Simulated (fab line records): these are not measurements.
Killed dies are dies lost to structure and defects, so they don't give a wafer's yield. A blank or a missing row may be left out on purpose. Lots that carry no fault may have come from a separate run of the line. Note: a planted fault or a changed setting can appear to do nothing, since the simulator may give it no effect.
Which tool was responsible? -- flow n5Finfet -- Sampling: 24 lots, 72 wafers, 6 of 1938 route steps

## WHAT EACH GAUGE READ, for each wafer
N5_DUMMY_REMOVAL_INSPECT_06: inspects for defects (brightfield). Usual: rawDefectCount reads 13 (standard deviation 6.4).
lot,measured,on,rawDefectCount,flag
L074,day 4 00:40,defectInspect-01,11 22 16,
L075,day 4 05:52,defectInspect-02,8 10 5,
L077,day 4 16:11,defectInspect-02,15 8 18,
L078,day 4 22:25,defectInspect-02,9 10 8,
L079,day 5 02:40,defectInspect-02,14 8 8,
L080,day 5 10:13,defectInspect-01,12 15 20,
L081,day 5 16:58,defectInspect-02,22 28 14,
L082,day 6 01:28,defectInspect-02,20 9 4,
L083,day 6 05:46,defectInspect-01,19 21 19,
L084,day 6 11:59,defectInspect-01,4 6 5,
L085,day 6 16:10,defectInspect-01,15 9 17,
L086,day 6 21:07,defectInspect-01,11 19 25,
L087,day 7 02:42,defectInspect-02,6 7 15,
L088,day 7 08:19,defectInspect-02,11 12 5,
L089,day 7 14:38,defectInspect-02,12 10 5,
L090,day 7 22:53,defectInspect-02,29 36 13,
L091,day 8 02:59,defectInspect-01,13 10 11,
L092,day 8 09:09,defectInspect-01,27 3 5,
L093,day 8 19:59,defectInspect-02,15 12 8,
L076,day 8 20:24,defectInspect-01,18 12 14,
L094,day 9 05:01,defectInspect-02,5 14 7,
L095,day 9 12:24,defectInspect-01,20 18 6,
L097,day 9 16:25,defectInspect-01,12 11 18,
L096,day 9 17:43,defectInspect-01,11 11 6,

N5_GATE_CUT_INSPECT_26: inspects for defects (darkfield). Usual: rawDefectCount reads 44 (standard deviation 20).
lot,measured,on,rawDefectCount,flag
L074,day 4 18:17,defectInspect-02,136 79 72,
L075,day 4 23:29,defectInspect-01,56 37 49,
L077,day 5 08:41,defectInspect-02,26 35 44,
L078,day 5 15:26,defectInspect-01,52 35 36,
L079,day 5 19:46,defectInspect-02,36 26 32,
L080,day 6 02:58,defectInspect-02,47 43 45,
L081,day 6 09:37,defectInspect-02,37 39 30,
L082,day 6 18:37,defectInspect-01,33 55 59,
L083,day 6 22:51,defectInspect-02,44 79 41,
L084,day 7 05:29,defectInspect-02,41 40 42,
L085,day 7 09:14,defectInspect-01,53 47 55,
L086,day 7 14:43,defectInspect-01,48 40 67,
L087,day 7 19:22,defectInspect-02,97 58 33,
L088,day 8 01:50,defectInspect-01,34 15 30,
L089,day 8 07:38,defectInspect-01,38 22 18,
L090,day 8 16:43,defectInspect-02,51 26 24,
L091,day 8 22:21,defectInspect-01,39 21 13,
L092,day 9 02:38,defectInspect-02,26 35 35,
L093,day 9 14:16,defectInspect-01,45 21 52,
L076,day 9 14:49,defectInspect-01,67 51 56,
L094,day 9 21:18,defectInspect-01,18 57 49,
L095,day 10 04:58,defectInspect-02,28 34 47,
L097,day 10 10:16,defectInspect-02,41 33 26,
L096,day 10 11:18,defectInspect-02,34 35 17,

N5_MOL_CONTACT_COAG_CD_MEAS_08: target cd 28 nm. Usual: cdNm reads 28.09 nm (standard deviation 0.24).
lot,measured,on,cdNm (nm),flag
L074,day 4 18:34,cdSem-01,28.58 28.21 28.13,
L075,day 4 23:47,cdSem-01,27.98 28.12 28.31,
L077,day 5 09:06,cdSem-02,28.28 28.25 27.79,
L078,day 5 15:44,cdSem-03,28.23 28.02 28.02,
L079,day 5 20:11,cdSem-01,28.09 28.37 27.88,
L080,day 6 03:23,cdSem-01,28.09 28.33 28.05,
L081,day 6 10:02,cdSem-01,28.10 27.79 27.96,
L082,day 6 18:55,cdSem-03,27.89 28.03 28.17,
L083,day 6 23:09,cdSem-03,27.90 28.02 27.76,
L084,day 7 05:48,cdSem-01,27.93 27.92 28.36,
L085,day 7 09:40,cdSem-01,27.99 28.20 28.18,
L086,day 7 15:08,cdSem-02,28.01 28.48 28.19,
L087,day 7 19:47,cdSem-03,28.21 27.77 28.10,
L088,day 8 02:08,cdSem-03,28.40 28.18 27.93,
L089,day 8 08:04,cdSem-03,27.79 27.47 28.05,
L090,day 8 17:01,cdSem-03,27.96 28.19 27.76,
L091,day 8 22:39,cdSem-02,28.28 27.93 28.05,
L092,day 9 02:56,cdSem-02,28.28 28.60 27.62,
L093,day 9 14:34,cdSem-02,28.09 28.33 28.30,
L076,day 9 15:14,cdSem-01,28.27 28.04 27.78,
L094,day 9 21:46,cdSem-01,27.84 27.91 28.04,
L095,day 10 05:16,cdSem-01,28.03 28.02 28.06,
L097,day 10 10:41,cdSem-02,28.02 27.84 28.71,
L096,day 10 11:43,cdSem-03,27.81 28.43 28.37,

## WHAT TOOL EACH LOT RAN ON (gives the tool, then ch and the chambers of the sampled wafers, and finally the start)
lot,N5_HKMG_FIN_STRIP_93,N5_HKMG_FIN_STRIP_88,N5_GATE_CUT_ETCH_37
L074,"rieDiel-06 ch 0,2,3, day 4 03:01","plasmaAsher-02 ch 1, day 4 07:49","rieDiel-05 ch 1,2,3, day 4 14:50"
L075,"rieDiel-01 ch 0,1, day 4 08:25","plasmaAsher-02 ch 1, day 4 12:44","rieDiel-05 ch 0,1,3, day 4 19:49"
L077,"rieDiel-03 ch 1,2,3, day 4 18:18","plasmaAsher-01 ch 0,1, day 4 22:41","rieDiel-04 ch 0,1,2, day 5 05:24"
L078,"rieDiel-03 ch 0,2,3, day 5 00:37","plasmaAsher-02 ch 0,1, day 5 04:50","rieDiel-05 ch 0,1,3, day 5 12:02"
L079,"rieDiel-03 ch 0,1,2, day 5 04:47","plasmaAsher-01 ch 0,1, day 5 09:52","rieDiel-04 ch 0,1, day 5 16:28"
L080,"rieDiel-06 ch 0,1,2, day 5 12:32","plasmaAsher-02 ch 0,1, day 5 16:53","rieDiel-04 ch 0,1,3, day 5 23:40"
L081,"rieDiel-06 ch 0,3, day 5 19:16","plasmaAsher-01 ch 0,1, day 5 23:36","rieDiel-02 ch 1,2, day 6 06:20"
L082,"rieDiel-03 ch 0,1,2, day 6 03:28","plasmaAsher-02 ch 0,1, day 6 07:56","rieDiel-04 ch 0,1, day 6 14:41"
L083,"rieDiel-01 ch 0,3, day 6 07:55","plasmaAsher-02 ch 0,1, day 6 12:15","rieDiel-02 ch 0,3, day 6 19:33"
L084,"rieDiel-01 ch 0,1,2, day 6 14:10","plasmaAsher-02 ch 0, day 6 18:31","rieDiel-05 ch 1,2, day 7 01:32"
L085,"rieDiel-03 ch 0,1,2, day 6 18:11","plasmaAsher-01 ch 0,1, day 6 22:28","rieDiel-05 ch 0,2, day 7 05:58"
L086,"rieDiel-03 ch 1,2,3, day 6 23:15","plasmaAsher-01 ch 0,1, day 7 03:34","rieDiel-04 ch 0,1,3, day 7 11:24"
L087,"rieDiel-03 ch 0,2, day 7 04:55","plasmaAsher-01 ch 0,1, day 7 09:20","rieDiel-05 ch 0,2, day 7 16:05"
L088,"rieDiel-01 ch 0,1,2, day 7 10:38","plasmaAsher-01 ch 0,1, day 7 15:16","rieDiel-04 ch 0,1,3, day 7 22:17"
L089,"rieDiel-03 ch 2,3, day 7 16:47","plasmaAsher-01 ch 0,1, day 7 20:54","rieDiel-04 ch 2,3, day 8 04:21"
L090,"rieDiel-03 ch 1,2, day 8 01:02","plasmaAsher-02 ch 0,1, day 8 05:28","rieDiel-04 ch 0,2,3, day 8 12:20"
L091,"rieDiel-06 ch 0,2,3, day 8 05:16","plasmaAsher-01 ch 0,1, day 8 09:47","rieDiel-02 ch 0,1,2, day 8 17:40"
L092,"rieDiel-06 ch 1,3, day 8 11:26","plasmaAsher-02 ch 0,1, day 8 16:07","rieDiel-02 ch 1,2, day 8 23:05"
L093,"rieDiel-03 ch 0,1,3, day 8 22:27","plasmaAsher-02 ch 1, day 9 02:50","rieDiel-05 ch 2,3, day 9 10:17"
L076,"rieDiel-01 ch 0,2,3, day 8 23:18","plasmaAsher-02 ch 0,1, day 9 03:40","rieDiel-04 ch 1,2,3, day 9 10:56"
L094,"rieDiel-01 ch 1,2,3, day 9 07:11","plasmaAsher-02 ch 0,1, day 9 11:30","rieDiel-04 ch 0,1,2, day 9 18:01"
L095,"rieDiel-06 ch 0,1,2, day 9 14:26","plasmaAsher-01 ch 0,1, day 9 18:38","rieDiel-04 ch 0,2, day 10 01:35"
L097,"rieDiel-06 ch 1,2, day 9 18:45","plasmaAsher-01 ch 1, day 9 23:59","rieDiel-02 ch 1,2,3, day 10 06:59"
L096,"rieDiel-03 ch 1,2,3, day 9 19:52","plasmaAsher-02 ch 0,1, day 10 00:41","rieDiel-02 ch 0,1,2, day 10 08:01"
- N5_HKMG_FIN_STRIP_93: strips SOC in N2/H2, time 20 s.
- N5_HKMG_FIN_STRIP_88: strips in N2/H2, time 360 s.
- N5_GATE_CUT_ETCH_37: etches SOC in N2/H2, target depth 60 nm, overetch 12 nm, time 90 s.

## AS READ BY THE TOOLS THEMSELVES (means over the sampled wafers that have a number; for cases with no such wafer, the mark the record gives instead)
N5_HKMG_FIN_STRIP_93. Usual: drypumpMotorCurrentA 5.6 A, standard deviation 0.34; oesProductAu 0.77 a.u., standard deviation 0.073; powerW 500.1 W, standard deviation 1.5; rfVppV 54.3 V, standard deviation 0.86; showerheadPlenumPTorr 3.40 Torr, standard deviation 0.085; throttleValvePct 19.0 %, standard deviation 0.44.
lot,tool,drypumpMotorCurrentA (A),oesProductAu (a.u.),powerW (W),rfVppV (V),showerheadPlenumPTorr (Torr),throttleValvePct (%),flag
L074,rieDiel-06,5.5,0.84,499.4,55.4,3.40,19.0,
L075,rieDiel-01,5.6,0.83,500.2,54.5,3.54,19.0,
L077,rieDiel-03,5.7,0.75,501.5,53.7,3.37,18.8,
L078,rieDiel-03,5.6,0.72,500.0,54.4,3.38,18.9,
L079,rieDiel-03,5.8,0.73,499.8,54.1,3.37,18.7,
L080,rieDiel-06,5.7,0.83,499.7,54.1,3.37,18.8,
L081,rieDiel-06,5.4,0.79,500.4,54.0,3.42,19.5,
L082,rieDiel-03,5.8,0.73,501.8,54.3,3.37,18.7,
L083,rieDiel-01,5.6,0.90,498.3,54.3,3.49,18.9,
L084,rieDiel-01,5.6,0.77,499.9,54.5,3.52,19.2,
L085,rieDiel-03,5.8,0.72,499.8,54.9,3.37,18.8,
L086,rieDiel-03,5.7,0.74,499.8,54.8,3.36,18.9,
L087,rieDiel-03,5.6,0.68,498.6,54.1,3.38,18.7,
L088,rieDiel-01,5.7,0.77,499.3,54.1,3.52,19.2,
L089,rieDiel-03,5.9,0.71,499.7,54.3,3.33,18.8,
L090,rieDiel-03,6.1,0.72,500.4,54.7,3.33,18.7,
L091,rieDiel-06,5.5,0.80,500.3,53.6,3.38,19.1,
L092,rieDiel-06,5.3,0.73,498.5,54.3,3.47,19.8,
L093,rieDiel-03,5.4,0.72,500.3,53.3,3.38,19.0,
L076,rieDiel-01,5.6,0.80,501.5,54.0,3.44,19.2,
L094,rieDiel-01,5.6,0.76,500.8,53.6,3.41,19.3,
L095,rieDiel-06,5.7,0.79,501.2,53.6,3.36,18.9,
L097,rieDiel-06,5.6,0.75,501.2,54.2,3.42,19.1,
L096,rieDiel-03,5.8,0.71,500.0,54.9,3.34,18.9,

N5_HKMG_FIN_STRIP_88. Usual: drypumpMotorCurrentA 5.73 A, standard deviation 0.14; heaterPowerW 500 W, standard deviation 27.
lot,tool,drypumpMotorCurrentA (A),heaterPowerW (W),flag
L074,plasmaAsher-02,5.56,490,
L075,plasmaAsher-02,5.57,487,
L077,plasmaAsher-01,5.71,493,
L078,plasmaAsher-02,5.67,493,
L079,plasmaAsher-01,5.76,523,
L080,plasmaAsher-02,5.67,497,
L081,plasmaAsher-01,5.82,518,
L082,plasmaAsher-02,5.65,496,
L083,plasmaAsher-02,5.65,496,
L084,plasmaAsher-02,5.84,501,
L085,plasmaAsher-01,5.84,519,
L086,plasmaAsher-01,5.80,517,
L087,plasmaAsher-01,5.81,513,
L088,plasmaAsher-01,5.83,512,
L089,plasmaAsher-01,5.73,490,
L090,plasmaAsher-02,5.66,491,
L091,plasmaAsher-01,5.72,490,
L092,plasmaAsher-02,5.66,506,
L093,plasmaAsher-02,5.56,491,
L076,plasmaAsher-02,5.76,494,
L094,plasmaAsher-02,5.65,495,
L095,plasmaAsher-01,5.72,496,
L097,plasmaAsher-01,5.64,464,
L096,plasmaAsher-02,5.67,501,

N5_GATE_CUT_ETCH_37. Usual: drypumpMotorCurrentA 5.5 A, standard deviation 0.38; oesProductAu 0.70 a.u., standard deviation 0.068; rfVppV 524.7 V, standard deviation 2.2; showerheadPlenumPTorr 2.58 Torr, standard deviation 0.077; throttleValvePct 17.98 %, standard deviation 0.25.
lot,tool,drypumpMotorCurrentA (A),oesProductAu (a.u.),rfVppV (V),showerheadPlenumPTorr (Torr),throttleValvePct (%),flag
L074,rieDiel-05,5.8,0.71,522.2,2.49,17.92,
L075,rieDiel-05,5.5,0.68,523.4,2.56,18.13,
L077,rieDiel-04,5.2,0.66,526.5,2.63,17.87,
L078,rieDiel-05,5.5,0.69,523.7,2.56,18.15,
L079,rieDiel-04,5.3,0.68,526.5,2.65,17.70,
L080,rieDiel-04,5.3,0.66,525.4,2.61,17.89,
L081,rieDiel-02,5.9,0.76,526.3,2.61,18.01,
L082,rieDiel-04,5.2,0.69,526.7,2.65,17.77,
L083,rieDiel-02,5.6,0.76,526.0,2.63,17.89,
L084,rieDiel-05,5.8,0.70,522.2,2.48,18.04,
L085,rieDiel-05,5.2,0.63,524.0,2.56,18.42,
L086,rieDiel-04,5.3,0.65,526.1,2.60,17.91,
L087,rieDiel-05,5.4,0.65,522.2,2.50,18.21,
L088,rieDiel-04,5.3,0.65,525.4,2.60,17.92,
L089,rieDiel-04,5.2,0.69,525.2,2.55,18.09,
L090,rieDiel-04,5.3,0.70,524.6,2.59,17.90,
L091,rieDiel-02,5.8,0.72,525.1,2.60,18.01,
L092,rieDiel-02,5.8,0.71,525.7,2.63,17.95,
L093,rieDiel-05,5.6,0.67,520.3,2.43,17.92,
L076,rieDiel-04,5.1,0.70,525.4,2.58,17.97,
L094,rieDiel-04,5.2,0.71,525.8,2.62,17.80,
L095,rieDiel-04,5.3,0.71,525.7,2.62,17.74,
L097,rieDiel-02,5.8,0.74,526.4,2.65,17.90,
L096,rieDiel-02,5.7,0.71,525.2,2.60,18.01,

## THE ANSWER, worked out from the rows above alone
Rule: a lot counts as off when the mean over its wafers that have a number is more than 3 standard deviations away from the usual mean. Also off: a lot with no number at a reading for which 4 or more lots have one. All remaining lots with rows at the step are treated as sound. First the gauges in route order, then the tools' own readings, where a lot's mean is used as printed above. At the first step where some lot is off, the reading lying furthest off is the one used; lots without a number count as furthest.
None of the lots is off at any reading shown; this tells nothing.

## WHAT THE SIMULATOR PUT IN
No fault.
